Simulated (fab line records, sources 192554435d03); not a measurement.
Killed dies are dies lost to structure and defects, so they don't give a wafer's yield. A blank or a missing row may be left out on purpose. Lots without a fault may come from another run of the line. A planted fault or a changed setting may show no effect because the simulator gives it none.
Split-lot experiment | flow n5_finfet | 7 lots, 21 wafers read, on a route of 1938 steps

THE SPLIT
At N5_BEOL_M14_TRENCH_ETCH_34 (etches SiO2 in C4F8/O2/Ar, target depth 556.65 nm, time 126.9 s), the setting time_s was moved away from the recipe's 126.9 s on 7 of the 21 wafers read, by -21.6% to +22.4%. The other wafers ran this setting at the recipe's value.

FROM THE SPLIT TO THE READING: what the file shows between them, 8 steps
- N5_BEOL_M14_STRIP_70: strips in C4F8/O2/Ar
- N5_BEOL_M14_OCD_MEAS_35
- N5_BEOL_M14_SPUTTER_45: material Cu, target thk 100 nm, time 16.67 s (also split here: power_w)
- N5_BEOL_M14_ECD_47: material Cu, target thk 1248 nm
- N5_BEOL_M14_ANNEAL_48: time 90 s
- N5_BEOL_M14_CMP_49: polishes, stops on SiO2, t overpolish 5.2 s, target thk 560 nm
- N5_BEOL_M14_PRE_CLEAN_52: time 15 s
- N5_BEOL_M14_DEP_53: deposits SiCN from 3MS/NH3, target thk 50 nm, time 17.8 s

THE READING
M14_RS, in ohm/sq, at N5_BEOL_M14_RS_MEAS_54 (measures by four-point-probe). Fault-free wafers of this fab line usually give 0.0335 ohm/sq, standard deviation 0.00051 ohm/sq.

wafer  | tool, chamber at the split | time_s as run, s | against the recipe | M14_RS, ohm/sq | against lot-mates on the recipe
L078.3 | rie_diel-03, 2             | 143.8            | +13.3%             | 0.0301         | -0.0031
L078.4 | rie_diel-03, 0             | 126.9            | recipe             | 0.0332         | -
L078.5 | rie_diel-03, 1             | 143.8            | +13.3%             | 0.0301         | -0.0031
L079.1 | rie_diel-01, 1             | 126.9            | recipe             | 0.0345         | -
L079.4 | rie_diel-01, 3             | 126.9            | recipe             | 0.0337         | -
L079.6 | rie_diel-01, 0             | 126.9            | recipe             | 0.0332         | -
L082.2 | rie_diel-03, 1             | 126.9            | recipe             | 0.0337         | -
L082.3 | rie_diel-03, 3             | 126.9            | recipe             | 0.0330         | -
L082.6 | rie_diel-03, 3             | 137.9            | +8.7%              | 0.0306         | -0.0028
L084.2 | rie_diel-03, 0             | 126.9            | recipe             | 0.0338         | -
L084.3 | rie_diel-03, 3             | 115.5            | -9.0%              | 0.0370         | +0.0032
L084.5 | rie_diel-03, 1             | 126.9            | recipe             | 0.0339         | -
L085.2 | rie_diel-05, 1             | 99.5             | -21.6%             | 0.0420         | +0.0088
L085.3 | rie_diel-05, 3             | 126.9            | recipe             | 0.0339         | -
L085.6 | rie_diel-05, 0             | 126.9            | recipe             | 0.0326         | -
L090.1 | rie_diel-03, 0             | 126.9            | recipe             | 0.0332         | -
L090.2 | rie_diel-03, 1             | 126.9            | recipe             | 0.0337         | -
L090.4 | rie_diel-03, 0             | 126.9            | recipe             | 0.0334         | -
L092.2 | rie_diel-05, 0             | 155.3            | +22.4%             | 0.0267         | -0.0064
L092.5 | rie_diel-05, 0             | 126.9            | recipe             | 0.0331         | -
L092.6 | rie_diel-05, 3             | 155.3            | +22.4%             | 0.0282         | -0.0049

THE FIT
A straight line over all 21 wafers: M14_RS changes by -0.000311 ohm/sq for each +1% of time_s; r = -0.98; the points scatter about the line by 0.0007 ohm/sq.
The same after taking each lot's own level away (the mean of its wafers on the recipe; 21 wafers): -0.000299 ohm/sq for each +1%; r = -0.97; scatter 0.00074 ohm/sq.
On that fit, the largest move of time_s shifts the reading by 0.0067 ohm/sq.
The lots' own levels span 0.03310 to 0.03385 ohm/sq, that is 1.5 times the standard deviation above.
So the lot-to-lot level changes the slope little: the two slopes agree.
Check: with one of the wafers moved furthest among these (+22.4%) left out of the fit, the line predicts -0.00638 ohm/sq for it against its lot-mates. It came out at -0.0064 ohm/sq against them.

OTHER SPLITS ON THESE WAFERS
These wafers also went through other splits before the reading. Each is held against what the fit with the lots' levels taken away leaves over:
other split on the same wafers    | wafers away from the commonest value | r with M14_RS (lot level and that fit taken away)
N5_BEOL_M12_SPUTTER_43 power_w    | 10                                   | -0.06
N5_BEOL_M13_CMP_49 down_force_psi | 6                                    | -0.16
N5_BEOL_M14_EXPOSE_07 dose_mj     | 9                                    | +0.09
N5_BEOL_M14_SPUTTER_45 power_w    | 7                                    | -0.32

THE WHOLE CHAIN: every reading that the file lists as answering this split, in the file's order
step                       | what it does                                                    | reading                                                                       | change (the file's fit)               | r (the file's)
N5_BEOL_M14_TRENCH_ETCH_34 | etches SiO2 in C4F8/O2/Ar, target depth 556.65 nm, time 126.9 s | etch.depth_nm (the simulator's own value, which no gauge read)                | +5.13 nm for each +1% of the setting  | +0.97
N5_BEOL_M14_OCD_MEAS_35    |                                                                 | trench_depth_nm                                                               | +5.12 nm for each +1% of the setting  | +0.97
N5_BEOL_M14_CMP_49         | polishes, stops on SiO2, t overpolish 5.2 s, target thk 560 nm  | Cu_of_BEOL_M14_ECD_47.thk_nm (the simulator's own value, which no gauge read) | +5.4 nm for each +1% of the setting   | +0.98
N5_BEOL_M14_RS_MEAS_54     | measures by four-point-probe                                    | M14_RS                                                                        | -0.000316 for each +1% of the setting | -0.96

THE FILE'S OWN FIT
M14_RS changes by -0.000316 ohm/sq for each +1% of time_s, r = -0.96.
